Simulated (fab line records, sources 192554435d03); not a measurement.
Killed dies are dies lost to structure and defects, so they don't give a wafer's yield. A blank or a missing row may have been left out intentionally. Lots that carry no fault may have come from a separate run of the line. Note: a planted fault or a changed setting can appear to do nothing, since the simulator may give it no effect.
fab line records + flow n5_finfet
[record]
- lots = 6
- wafers = 18
- last_day = 18
route steps=1938 shown BEOL_M9@1427 PASSIVATION@1936
lots that met no fault: taken from a fault-free run of the same line
start_h: the number of hours between the record's first day and the start of the first shown wafer of the lot + wait_h: how many hours have passed since the lot's step before this one + " identical to the entry in the row above + L1.1+2: a row that stands for several wafers + - no value, or no start was given + * or withheld: withheld + < > ~ a bound
route shown NAME@n: a module of which the file shows steps, and the number in the route of the first + usual: the fault-free wafers' mean and standard deviation + same: alike in all rows + chamber/n: place in a boat + sites: readings site by site + _std_site: standard deviation across them + _edge_site: the outer-site mean with the inner-site mean subtracted + radius_mm: for every site, how far away it sits from the centre of the wafer + mask NAME#n: copy n + behind: the last tool/chamber to shape the wafer + hold: reason for holding the lot/hours on hold/outcome of the hold + device: which transistor (n, p or np) failed to switch + end of line: tests run on the same wafers once the route is complete + for a step that has no rows: nothing shown but its recipe + killed: dies that structure and defects cost at the first sort, which is not the same as the wafer's yield + map: shows each die of a wafer: x if killed, . if not, _ if none is there
set.NAME: the setting as run; set.NAME@STEP: as run at that earlier step + model.NAME: the simulator's own value behind a step, which no gauge read
lots at some steps of the route; a table a step, a row a wafer
services: when a tool's chamber went out of use (start_h, in hours from the record's first day, below 0 if earlier), for how many hours, and the reason
[[steps]]
[step N5_BEOL_M9_COAT_75]
[recipe]
- resist = underlayer
- temp_c = 205
- time_s = 60
- spin_rpm = 1500
- resist_thk_nm = 5
[step N5_BEOL_M9_COAT_22]
[recipe]
- resist = CAR-EUV
- spin_rpm = 1500
- resist_thk_nm = 30
[step N5_BEOL_M9_EBR_24]
[recipe]
- solvent = PGMEA
- ebr_width_mm = 1.5
[step N5_BEOL_M9_SOFTBAKE_23]
[recipe]
- temp_c = 110
- time_s = 60
- resist = CAR-EUV
[step N5_BEOL_M9_EXPOSE_25]
[recipe]
- mask_id = V8
- na = 0.33
- source_shape = annular
- sigma_inner = 0.4
- sigma_outer = 0.8
- polarization = unpolarized
- dose_mj = 37.25
[step N5_BEOL_M9_PEB_26]
[recipe]
- peb_temp_c = 100
- peb_time_s = 60
- resist = CAR-EUV
[step N5_BEOL_M9_DEVELOP_27]
[recipe]
- develop_time_s = 30
- developer = TMAH
- resist = CAR-EUV
- rinse_liquid = surfactant_rinse
- dry = air_spin
- dev_temp_c = 23
[step N5_BEOL_M9_CD_MEAS_28]
[recipe]
- target_cd_nm = 70
- landing_energy_ev = 500
- detector = se_inlens
- polarity = opening
[usual]
- cd_nm = 69.85/0.27
| lot.wafer | tool      | chamber | start_h | wait_h | cd_nm |
|-----------|-----------|---------|---------|--------|-------|
| L194.1    | cd_sem-03 | 0       | 233.74  | -      | 70.04 |
| L194.2    | "         | 0       | "       | "      | 69.92 |
| L194.4    | "         | 0       | "       | "      | 69.84 |
| L199.3    | cd_sem-03 | 0       | 260.36  | -      | 70.07 |
| L199.4    | "         | 0       | "       | "      | 70.10 |
| L199.5    | "         | 0       | "       | "      | 69.81 |
| L208.1    | cd_sem-03 | 0       | 321.38  | -      | 69.55 |
| L208.5    | "         | 0       | "       | "      | 69.91 |
| L208.6    | "         | 0       | "       | "      | 69.88 |
| L209.3    | cd_sem-03 | 0       | 327.16  | -      | 69.92 |
| L209.5    | "         | 0       | "       | "      | 69.45 |
| L209.6    | "         | 0       | "       | "      | 70.34 |
| L212.1    | cd_sem-02 | 0       | 351.82  | -      | 69.83 |
| L212.2    | "         | 0       | "       | "      | 70.62 |
| L212.4    | "         | 0       | "       | "      | 69.61 |
| L213.2    | cd_sem-01 | 0       | 357.60  | -      | 69.64 |
| L213.3    | "         | 0       | "       | "      | 70.03 |
| L213.6    | "         | 0       | "       | "      | 70.11 |
[step N5_BEOL_M9_OVL_MEAS_29]
[recipe]
- points_per_wafer = 522
[usual]
- V8_OVL = -0.3/0.6
| lot.wafer | tool       | chamber | start_h | wait_h | V8_OVL[nm] |
|-----------|------------|---------|---------|--------|------------|
| L194.1    | overlay-02 | 0       | 233.78  | 0.0    | -0.4       |
| L194.2    | "          | 0       | "       | "      | 0.9        |
| L194.4    | "          | 0       | "       | "      | -0.6       |
| L199.3    | overlay-02 | 0       | 260.40  | 0.0    | 0.8        |
| L199.4    | "          | 0       | "       | "      | -0.7       |
| L199.5    | "          | 0       | "       | "      | -0.6       |
| L208.1    | overlay-02 | 0       | 321.41  | 0.0    | -1.0       |
| L208.5    | "          | 0       | "       | "      | -0.4       |
| L208.6    | "          | 0       | "       | "      | -0.1       |
| L209.3    | overlay-02 | 0       | 327.20  | 0.0    | 0.0        |
| L209.5    | "          | 0       | "       | "      | -0.6       |
| L209.6    | "          | 0       | "       | "      | -0.9       |
| L212.1    | overlay-02 | 0       | 351.85  | 0.0    | 0.0        |
| L212.2    | "          | 0       | "       | "      | -0.3       |
| L212.4    | "          | 0       | "       | "      | 0.5        |
| L213.2    | overlay-02 | 0       | 357.64  | 0.0    | 0.0        |
| L213.3    | "          | 0       | "       | "      | -0.1       |
| L213.6    | "          | 0       | "       | "      | -0.6       |
[step N5_BEOL_M9_INSPECT_30]
[recipe]
- mode = adi
- inspect_instrument = brightfield
[usual]
- raw_defect_count = 408/85
| lot.wafer | tool              | chamber | start_h | wait_h | raw_defect_count |
|-----------|-------------------|---------|---------|--------|------------------|
| L194.1    | defect_inspect-02 | -       | 233.84  | 0.1    | 345              |
| L194.2    | "                 | -       | "       | "      | 333              |
| L194.4    | "                 | -       | "       | "      | 384              |
| L199.3    | defect_inspect-02 | -       | 260.45  | 0.0    | 331              |
| L199.4    | "                 | -       | "       | "      | 590              |
| L199.5    | "                 | -       | "       | "      | 343              |
| L208.1    | defect_inspect-02 | -       | 321.46  | 0.1    | 358              |
| L208.5    | "                 | -       | "       | "      | 314              |
| L208.6    | "                 | -       | "       | "      | 306              |
| L209.3    | defect_inspect-02 | -       | 327.25  | 0.0    | 393              |
| L209.5    | "                 | -       | "       | "      | 423              |
| L209.6    | "                 | -       | "       | "      | 405              |
| L212.1    | defect_inspect-01 | -       | 351.91  | 0.1    | 436              |
| L212.2    | "                 | -       | "       | "      | 389              |
| L212.4    | "                 | -       | "       | "      | 453              |
| L213.2    | defect_inspect-02 | -       | 357.69  | 0.0    | 365              |
| L213.3    | "                 | -       | "       | "      | 579              |
| L213.6    | "                 | -       | "       | "      | 506              |
[step N5_BEOL_M9_DESCUM_33]
[recipe]
- chemistry = O2
- time_s = 7
- source_power_w = 50
- bias_power_w = 20
- pressure_mtorr = 20
- rf_frequency_hz = 2.712e+07
- temp_c = 40
- resist = CAR-EUV
- o2_flow_sccm = 225
[usual]
- chamber_pressure_mTorr = 20.001/0.017
- drypump_motor_current_A = 5.8/0.48
- o2_flow_sccm = 225.0/0.59
- oes_product_au = 0.78/0.079
- rf_vpp_V = 242.4/1
- showerhead_plenum_p_Torr = 2.05/0.056
- throttle_valve_pct = 20.53/0.24
| lot.wafer | tool        | chamber | start_h | wait_h | chamber_pressure_mTorr | drypump_motor_current_A | o2_flow_sccm | oes_product_au | rf_hours_counter_h | rf_vpp_V | showerhead_plenum_p_Torr | throttle_valve_pct |
|-----------|-------------|---------|---------|--------|------------------------|-------------------------|--------------|----------------|--------------------|----------|--------------------------|--------------------|
| L194.1    | rie_diel-03 | 0       | 234.09  | 0.2    | 20.005                 | 6.0                     | 225.0        | 0.89           | 44                 | 242.5    | 2.16                     | 20.67              |
| L194.2    | "           | 2       | "       | "      | 20.007                 | 5.6                     | 224.8        | 0.71           | 207                | 244.5    | 2.08                     | 20.89              |
| L194.4    | "           | 1       | "       | "      | 20.001                 | 5.7                     | 224.8        | 0.67           | 249                | 242.4    | 2.04                     | 20.87              |
| L199.3    | rie_diel-01 | 2       | 260.59  | 0.1    | 20.005                 | 6.1                     | 223.9        | 0.86           | 37                 | 243.2    | 2.06                     | 20.61              |
| L199.4    | "           | 3       | "       | "      | 19.992                 | 6.7                     | 224.6        | 0.72           | 182                | 242.0    | 2.09                     | 20.54              |
| L199.5    | "           | 3       | "       | "      | 19.984                 | 6.7                     | 224.1        | 0.72           | -                  | 243.0    | 2.09                     | 20.52              |
| L208.1    | rie_diel-03 | 0       | 321.50  | 0.0    | 19.981                 | 6.0                     | 225.6        | 0.85           | 69                 | 242.7    | 2.15                     | 20.69              |
| L208.5    | "           | 0       | "       | "      | 19.992                 | 6.0                     | 224.5        | 0.85           | -                  | 244.8    | 2.15                     | 20.70              |
| L208.6    | "           | 3       | "       | "      | 20.041                 | 5.0                     | 225.6        | 0.69           | -                  | 240.9    | 1.96                     | 20.48              |
| L209.3    | rie_diel-03 | 3       | 327.37  | 0.1    | 19.956                 | 5.0                     | 225.1        | 0.69           | 247                | 242.6    | 1.96                     | 20.50              |
| L209.5    | "           | 0       | "       | "      | 20.016                 | 5.9                     | 225.6        | 0.85           | -                  | 243.3    | 2.15                     | 20.70              |
| L209.6    | "           | 3       | "       | "      | 19.993                 | 5.0                     | 224.3        | 0.69           | -                  | 241.4    | 1.96                     | 20.49              |
| L212.1    | rie_diel-06 | 2       | 351.98  | 0.1    | 19.986                 | 5.8                     | 225.9        | 0.71           | 225                | 243.2    | 2.08                     | 20.89              |
| L212.2    | "           | 3       | "       | "      | 20.010                 | 5.0                     | 225.4        | 0.70           | 226                | 239.3    | 1.97                     | 20.50              |
| L212.4    | "           | 2       | "       | "      | 20.027                 | 5.8                     | 225.2        | 0.71           | -                  | 243.7    | 2.08                     | 20.89              |
| L213.2    | rie_diel-03 | 0       | 357.72  | 0.0    | 20.008                 | 5.9                     | 224.1        | 0.83           | 81                 | 243.3    | 2.14                     | 20.71              |
| L213.3    | "           | 2       | "       | "      | 20.015                 | 5.6                     | 225.5        | 0.68           | 240                | 243.0    | 2.06                     | 20.92              |
| L213.6    | "           | 2       | "       | "      | 20.014                 | 5.6                     | 225.8        | 0.68           | -                  | 243.8    | 2.06                     | 20.94              |
[step N5_BEOL_M9_ETCH_76]
[recipe]
- chemistry = N2/H2
- target = underlayer
- target_depth_a = 65
- mask_material = CAR-EUV
- time_s = 5.2
- ion_energy_ev = 200
- pressure_mtorr = 30
- source_w = 840
- bias_w = 150
- n2_flow_sccm = 200
- h2_flow_sccm = 200
- ends = cleared
[usual]
- chamber_pressure_mTorr = 30.00/0.042
- drypump_motor_current_A = 5.8/0.48
- etch_rf_on_time_s = 5.18/0.11
- oes_product_au = 0.67/0.067
- rf_vpp_V = 522.3/1.9
- showerhead_plenum_p_Torr = 2.48/0.054
- throttle_valve_pct = 17.95/0.21
| lot.wafer | tool        | chamber | start_h | wait_h | chamber_pressure_mTorr | drypump_motor_current_A | etch_rf_on_time_s | oes_product_au | rf_hours_counter_h | rf_vpp_V | showerhead_plenum_p_Torr | throttle_valve_pct |
|-----------|-------------|---------|---------|--------|------------------------|-------------------------|-------------------|----------------|--------------------|----------|--------------------------|--------------------|
| L194.1    | rie_diel-03 | 0       | 234.12  | 0.0    | 29.97                  | 6.0                     | 5.30              | 0.74           | 44                 | 526.7    | 2.59                     | 17.98              |
| L194.2    | "           | 2       | "       | "      | 30.10                  | 5.6                     | 5.28              | 0.59           | 207                | 523.5    | 2.52                     | 18.24              |
| L194.4    | "           | 1       | "       | "      | 29.94                  | 5.7                     | 5.25              | 0.57           | 249                | 522.9    | 2.50                     | 18.44              |
| L199.3    | rie_diel-01 | 2       | 260.63  | 0.0    | 30.00                  | 6.1                     | 5.10              | 0.75           | 37                 | 520.0    | 2.49                     | 18.06              |
| L199.4    | "           | 3       | "       | "      | 30.10                  | 6.7                     | 5.02              | 0.63           | 182                | 521.4    | 2.54                     | 17.95              |
| L199.5    | "           | 3       | "       | "      | 29.91                  | 6.7                     | 5.05              | 0.62           | -                  | 523.4    | 2.54                     | 17.95              |
| L208.1    | rie_diel-03 | 0       | 321.53  | 0.0    | 30.02                  | 5.9                     | 5.39              | 0.70           | 69                 | 524.2    | 2.58                     | 17.99              |
| L208.5    | "           | 0       | "       | "      | 30.04                  | 6.0                     | 5.33              | 0.71           | -                  | 526.1    | 2.58                     | 17.99              |
| L208.6    | "           | 3       | "       | "      | 30.00                  | 5.1                     | 5.29              | 0.58           | -                  | 519.5    | 2.40                     | 18.03              |
| L209.3    | rie_diel-03 | 3       | 327.41  | 0.0    | 30.03                  | 5.1                     | 5.21              | 0.59           | 247                | 518.8    | 2.40                     | 18.03              |
| L209.5    | "           | 0       | "       | "      | 30.02                  | 6.0                     | 5.21              | 0.71           | -                  | 523.7    | 2.58                     | 17.99              |
| L209.6    | "           | 3       | "       | "      | 30.03                  | 5.0                     | 5.24              | 0.59           | -                  | 519.0    | 2.40                     | 18.02              |
| L212.1    | rie_diel-06 | 2       | 352.01  | 0.0    | 30.04                  | 5.8                     | 5.07              | 0.61           | 225                | 523.2    | 2.50                     | 18.05              |
| L212.2    | "           | 3       | "       | "      | 29.98                  | 5.0                     | 5.24              | 0.60           | 226                | 519.1    | 2.40                     | 18.06              |
| L212.4    | "           | 2       | "       | "      | 30.07                  | 5.8                     | 5.10              | 0.60           | -                  | 521.9    | 2.50                     | 18.08              |
| L213.2    | rie_diel-03 | 0       | 357.76  | 0.0    | 29.95                  | 6.0                     | 5.29              | 0.71           | 81                 | 523.0    | 2.57                     | 18.03              |
| L213.3    | "           | 2       | "       | "      | 30.03                  | 5.6                     | 5.36              | 0.58           | 240                | 521.9    | 2.50                     | 18.31              |
| L213.6    | "           | 2       | "       | "      | 29.98                  | 5.6                     | 5.37              | 0.58           | -                  | 523.6    | 2.50                     | 18.31              |
[step N5_BEOL_M9_ETCH_65]
[recipe]
- chemistry = CF4
- target = SiARC
- target_depth_a = 156
- mask_material = CAR-EUV
- time_s = 26
- ion_energy_ev = 80
- pressure_mtorr = 40
- source_w = 545
- bias_w = 36
- Ar_flow_sccm = 100
- cf4_flow_sccm = 100
- ends = cleared
[usual]
- cf4_flow_sccm = 100.02/0.29
- chamber_pressure_mTorr = 40.01/0.038
- drypump_motor_current_A = 5.8/0.48
- etch_rf_on_time_s = 25.9/0.57
- mfc_ar_sccm = 100.03/0.28
- oes_product_au = 0.67/0.068
- rf_vpp_V = 183.5/0.89
- showerhead_plenum_p_Torr = 2.09/0.037
- throttle_valve_pct = 15.68/0.23
| lot.wafer | tool        | chamber | start_h | wait_h | cf4_flow_sccm | chamber_pressure_mTorr | drypump_motor_current_A | etch_rf_on_time_s | mfc_ar_sccm | oes_product_au | rf_hours_counter_h | rf_vpp_V | showerhead_plenum_p_Torr | throttle_valve_pct |
|-----------|-------------|---------|---------|--------|---------------|------------------------|-------------------------|-------------------|-------------|----------------|--------------------|----------|--------------------------|--------------------|
| L194.1    | rie_diel-03 | 0       | 234.14  | 0.0    | 100.18        | 40.09                  | 6.0                     | 26.3              | 100.18      | 0.75           | 44                 | 184.0    | 2.15                     | 15.48              |
| L194.2    | "           | 2       | "       | "      | 99.89         | 39.99                  | 5.6                     | 26.7              | 99.42       | 0.61           | 207                | 182.7    | 2.13                     | 16.10              |
| L194.4    | "           | 1       | "       | "      | 99.95         | 40.01                  | 5.6                     | 26.1              | 99.76       | 0.58           | 249                | 184.4    | 2.10                     | 16.17              |
| L199.3    | rie_diel-01 | 2       | 260.64  | 0.0    | 99.77         | 40.02                  | 6.0                     | 25.4              | 99.80       | 0.75           | 37                 | 184.9    | 2.09                     | 15.51              |
| L199.4    | "           | 3       | "       | "      | 99.98         | 39.97                  | 6.7                     | 24.8              | 100.15      | 0.62           | 182                | 185.3    | 2.13                     | 15.62              |
| L199.5    | "           | 3       | "       | "      | 100.04        | 39.97                  | 6.7                     | 25.1              | 100.53      | 0.62           | -                  | 183.0    | 2.13                     | 15.62              |
| L208.1    | rie_diel-03 | 0       | 321.55  | 0.0    | 100.24        | 40.01                  | 6.0                     | 26.6              | 99.80       | 0.71           | 69                 | 183.6    | 2.15                     | 15.55              |
| L208.5    | "           | 0       | "       | "      | 100.34        | 40.02                  | 6.0                     | 26.5              | 99.71       | 0.71           | -                  | 184.8    | 2.15                     | 15.54              |
| L208.6    | "           | 3       | "       | "      | 129.95        | 40.02                  | 5.0                     | 25.5              | 99.55       | 0.59           | -                  | 182.5    | 2.23                     | 17.03              |
| L209.3    | rie_diel-03 | 3       | 327.42  | 0.0    | 130.38        | 40.01                  | 5.0                     | 25.3              | 100.07      | 0.60           | 247                | 183.3    | 2.23                     | 17.04              |
| L209.5    | "           | 0       | "       | "      | 99.61         | 40.06                  | 6.0                     | 26.0              | 99.96       | 0.72           | -                  | 184.4    | 2.14                     | 15.54              |
| L209.6    | "           | 3       | "       | "      | 130.02        | 40.01                  | 4.9                     | 25.3              | 100.39      | 0.60           | -                  | 181.8    | 2.23                     | 17.04              |
| L212.1    | rie_diel-06 | 2       | 352.03  | 0.0    | 99.77         | 40.00                  | 5.8                     | 25.2              | 100.10      | 0.61           | 225                | 183.4    | 2.12                     | 15.97              |
| L212.2    | "           | 3       | "       | "      | 99.77         | 39.99                  | 5.0                     | 26.0              | 99.96       | 0.60           | 226                | 183.1    | 2.03                     | 15.81              |
| L212.4    | "           | 2       | "       | "      | 99.96         | 40.03                  | 5.8                     | 25.1              | 99.96       | 0.61           | -                  | 184.5    | 2.12                     | 15.98              |
| L213.2    | rie_diel-03 | 0       | 357.77  | 0.0    | 100.40        | 40.00                  | 6.0                     | 26.2              | 100.55      | 0.70           | 81                 | 185.0    | 2.14                     | 15.57              |
| L213.3    | "           | 2       | "       | "      | 99.88         | 40.03                  | 5.6                     | 26.9              | 99.81       | 0.59           | 240                | 184.1    | 2.12                     | 16.17              |
| L213.6    | "           | 2       | "       | "      | 100.17        | 40.00                  | 5.6                     | 26.8              | 99.63       | 0.59           | -                  | 183.2    | 2.12                     | 16.17              |
[step N5_BEOL_M9_ETCH_66]
[recipe]
- chemistry = N2/H2
- target = SOC
- target_depth_a = 800
- overetch_a = 160
- mask_material = SiARC
- temp_c = 40
- time_s = 120
- ion_energy_ev = 200
- pressure_mtorr = 30
- source_w = 840
- bias_w = 150
- n2_flow_sccm = 200
- h2_flow_sccm = 200
[usual]
- chamber_pressure_mTorr = 29.997/0.029
- drypump_motor_current_A = 5.8/0.48
- oes_product_au = 0.60/0.06
- rf_vpp_V = 522.2/1.7
- showerhead_plenum_p_Torr = 2.48/0.054
- throttle_valve_pct = 17.90/0.21
| lot.wafer | tool        | chamber | start_h | wait_h | chamber_pressure_mTorr | drypump_motor_current_A | oes_product_au | rf_hours_counter_h | rf_vpp_V | showerhead_plenum_p_Torr | throttle_valve_pct |
|-----------|-------------|---------|---------|--------|------------------------|-------------------------|----------------|--------------------|----------|--------------------------|--------------------|
| L194.1    | rie_diel-03 | 0       | 234.17  | 0.0    | 29.984                 | 6.0                     | 0.68           | 44                 | 525.8    | 2.59                     | 17.90              |
| L194.2    | "           | 2       | "       | "      | 29.995                 | 5.6                     | 0.55           | 207                | 523.7    | 2.52                     | 18.20              |
| L194.4    | "           | 1       | "       | "      | 29.988                 | 5.7                     | 0.52           | 249                | 523.9    | 2.50                     | 18.42              |
| L199.3    | rie_diel-01 | 2       | 260.67  | 0.0    | 30.013                 | 6.1                     | 0.67           | 37                 | 521.5    | 2.49                     | 18.00              |
| L199.4    | "           | 3       | "       | "      | 30.066                 | 6.7                     | 0.55           | 182                | 523.0    | 2.54                     | 17.90              |
| L199.5    | "           | 3       | "       | "      | 29.999                 | 6.7                     | 0.55           | -                  | 524.5    | 2.54                     | 17.89              |
| L208.1    | rie_diel-03 | 0       | 321.58  | 0.0    | 30.011                 | 6.0                     | 0.65           | 69                 | 525.4    | 2.58                     | 17.95              |
| L208.5    | "           | 0       | "       | "      | 29.984                 | 6.0                     | 0.65           | -                  | 525.2    | 2.58                     | 17.96              |
| L208.6    | "           | 3       | "       | "      | 30.041                 | 5.0                     | 0.53           | -                  | 518.3    | 2.40                     | 17.97              |
| L209.3    | rie_diel-03 | 3       | 327.45  | 0.0    | 29.954                 | 5.0                     | 0.53           | 247                | 519.7    | 2.40                     | 17.99              |
| L209.5    | "           | 0       | "       | "      | 30.037                 | 6.0                     | 0.65           | -                  | 525.4    | 2.58                     | 17.95              |
| L209.6    | "           | 3       | "       | "      | 29.987                 | 5.0                     | 0.53           | -                  | 520.2    | 2.40                     | 17.99              |
| L212.1    | rie_diel-06 | 2       | 352.06  | 0.0    | 29.966                 | 5.8                     | 0.54           | 225                | 521.3    | 2.50                     | 18.02              |
| L212.2    | "           | 3       | "       | "      | 29.999                 | 5.0                     | 0.54           | 226                | 519.9    | 2.40                     | 18.00              |
| L212.4    | "           | 2       | "       | "      | 30.007                 | 5.8                     | 0.54           | -                  | 522.9    | 2.50                     | 18.03              |
| L213.2    | rie_diel-03 | 0       | 357.80  | 0.0    | 30.015                 | 6.0                     | 0.64           | 81                 | 524.4    | 2.57                     | 17.98              |
| L213.3    | "           | 2       | "       | "      | 30.004                 | 5.6                     | 0.53           | 240                | 523.1    | 2.50                     | 18.26              |
| L213.6    | "           | 2       | "       | "      | 30.010                 | 5.6                     | 0.53           | -                  | 523.0    | 2.50                     | 18.27              |
[step N5_PASSIVATION_PROBE_49]
[usual]
- defect_limited_yield = 91.0/1.5
- killed_at_M0_to_M3 = 34/9.1
- killed_at_M4_up = 14/5.7
- killed_at_contacts = 13/5.7
- killed_at_front_end = 42/12
- killed_at_other = 4/3.4
- killed_dies = 106/17
- killed_open = 70/13
- killed_short = 34/7.5
- sort_bin_5_function = 5.2/0.94
- sort_bin_6_memory = 3.4/0.69
- sort_n_pass = 1074/17
- sort_yield_pct = 91.0/1.5
[same]
- gross_dies = 1180
- killed_at_back_side = 0
- sort_bin_4_leakage[%] = 0
- sort_bin_8_speed[%] = 0
| lot.wafer | tool      | chamber | start_h | wait_h | defect_limited_yield[%] | killed_at_M0_to_M3 | killed_at_M4_up | killed_at_contacts | killed_at_front_end | killed_at_other | killed_dies | killed_open | killed_short | sort_bin_5_function[%] | sort_bin_6_memory[%] | sort_n_pass | sort_yield_pct[%] |
|-----------|-----------|---------|---------|--------|-------------------------|--------------------|-----------------|--------------------|---------------------|-----------------|-------------|-------------|--------------|------------------------|----------------------|-------------|-------------------|
| L212.1    | prober-01 | -       | 422.53  | 0.0    | 90.8                    | 48                 | 14              | 10                 | 37                  | 0               | 109         | 61          | 42           | 5.2                    | 3.4                  | 1071        | 90.8              |
| L212.2    | prober-01 | -       | 422.58  | 0.1    | 91.2                    | 33                 | 14              | 15                 | 38                  | 4               | 104         | 78          | 26           | 5.3                    | 3.2                  | 1076        | 91.2              |
| L212.4    | prober-01 | -       | 422.68  | 0.2    | 91.6                    | 39                 | 10              | 13                 | 32                  | 5               | 99          | 59          | 37           | 5.3                    | 2.9                  | 1081        | 91.6              |
// killed by level:class
L212.1 BEOL_M0_SAQP:geometric_particle:open=15 BEOL_M0_SAQP:geometric_particle:short=13 BEOL_M2:geometric_particle:open=11 MOL_CONTACT_COAG:geometric_particle:open=9 FIN_SAQP:geometric_particle:short=6 BEOL_M4:geometric_particle:open=6 HKMG_FIN:area_etch=6 ILD0:geometric_particle:short=5
L212.2 STI_FIN_REVEAL:geometric_particle:open=17 MOL_CONTACT_COAG:geometric_particle:open=10 BEOL_M0_SAQP:geometric_particle:short=9 BEOL_M2:geometric_particle:open=9 GATE_CUT:geometric_particle:open=6 MOL_CONTACT_COAG:geometric_particle:short=5 BEOL_M0_SAQP:geometric_particle:open=5 BEOL_M3:geometric_particle:open=5
L212.4 MOL_CONTACT_COAG:geometric_particle:open=10 BEOL_M2:geometric_particle:open=10 GATE_CUT:geometric_particle:short=9 BEOL_M0_SAQP:geometric_particle:short=7 BEOL_M0_SAQP:geometric_particle:open=6 BEOL_M1:geometric_particle:open=6 BEOL_M2:geometric_particle:short=5 FIN_SAQP:geometric_particle:open=4
[[services]]
| tool        | chamber | start_h | hours | kind                          |
|-------------|---------|---------|-------|-------------------------------|
| rie_diel-06 | 1       | 217.57  | 10.0  | repair                        |
| rie_diel-03 | 3       | 222.21  | 10.9  | repair                        |
| rie_diel-03 | 1       | 238.81  | -     | clean                         |
| rie_diel-03 | 1       | 238.81  | -     | consumable_replace:focus_ring |
| rie_diel-03 | 1       | 238.81  | 25.4  | scheduled_down                |
| rie_diel-03 | 1       | 238.81  | 25.4  | vent_cycle                    |
| rie_diel-03 | -       | 252.59  | 14.6  | pm                            |
| rie_diel-03 | 2       | 270.09  | 9.5   | repair                        |
| rie_diel-06 | -       | 278.78  | 15.6  | pm                            |
| rie_diel-03 | 3       | 335.42  | -     | clean                         |
| rie_diel-03 | 3       | 335.42  | -     | consumable_replace:focus_ring |
| rie_diel-03 | 3       | 335.42  | -     | consumable_replace:showerhead |
| rie_diel-03 | 3       | 335.42  | 25.7  | scheduled_down                |
| rie_diel-03 | 3       | 335.42  | 25.7  | vent_cycle                    |
| rie_diel-06 | 1       | 335.87  | -     | clean                         |
| rie_diel-06 | 1       | 335.87  | -     | consumable_replace:focus_ring |
| rie_diel-06 | 1       | 335.87  | -     | consumable_replace:showerhead |
| rie_diel-06 | 1       | 335.87  | 25.9  | scheduled_down                |
| rie_diel-06 | 1       | 335.87  | 25.9  | vent_cycle                    |
[[key]]
[first_sign]
- step = N5_BEOL_M9_ETCH_65
- reading = cf4_flow_sccm
- direction = up
- sigmas = 99+
- usual = 100.02
- struck = 130.12
[effect]
- step = N5_BEOL_M9_ETCH_65
- reading = throttle_valve_pct
- direction = up
- sigmas = 5.9
- usual = *
- struck = *
met_at N5_BEOL_M9_ETCH_65
struck_wafers L208.6,L209.3,L209.6
[fault]
- kind = process_parameter_drift
- tool = rie_diel-03
- chamber = 3
- onset_h = 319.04
- steps = N5_BEOL_M9_ETCH_65
- channel = cf4_flow_sccm
- offset = 30
- shape = step
- end_h = 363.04
- acts_in = these_recipes_only
- stated = 100
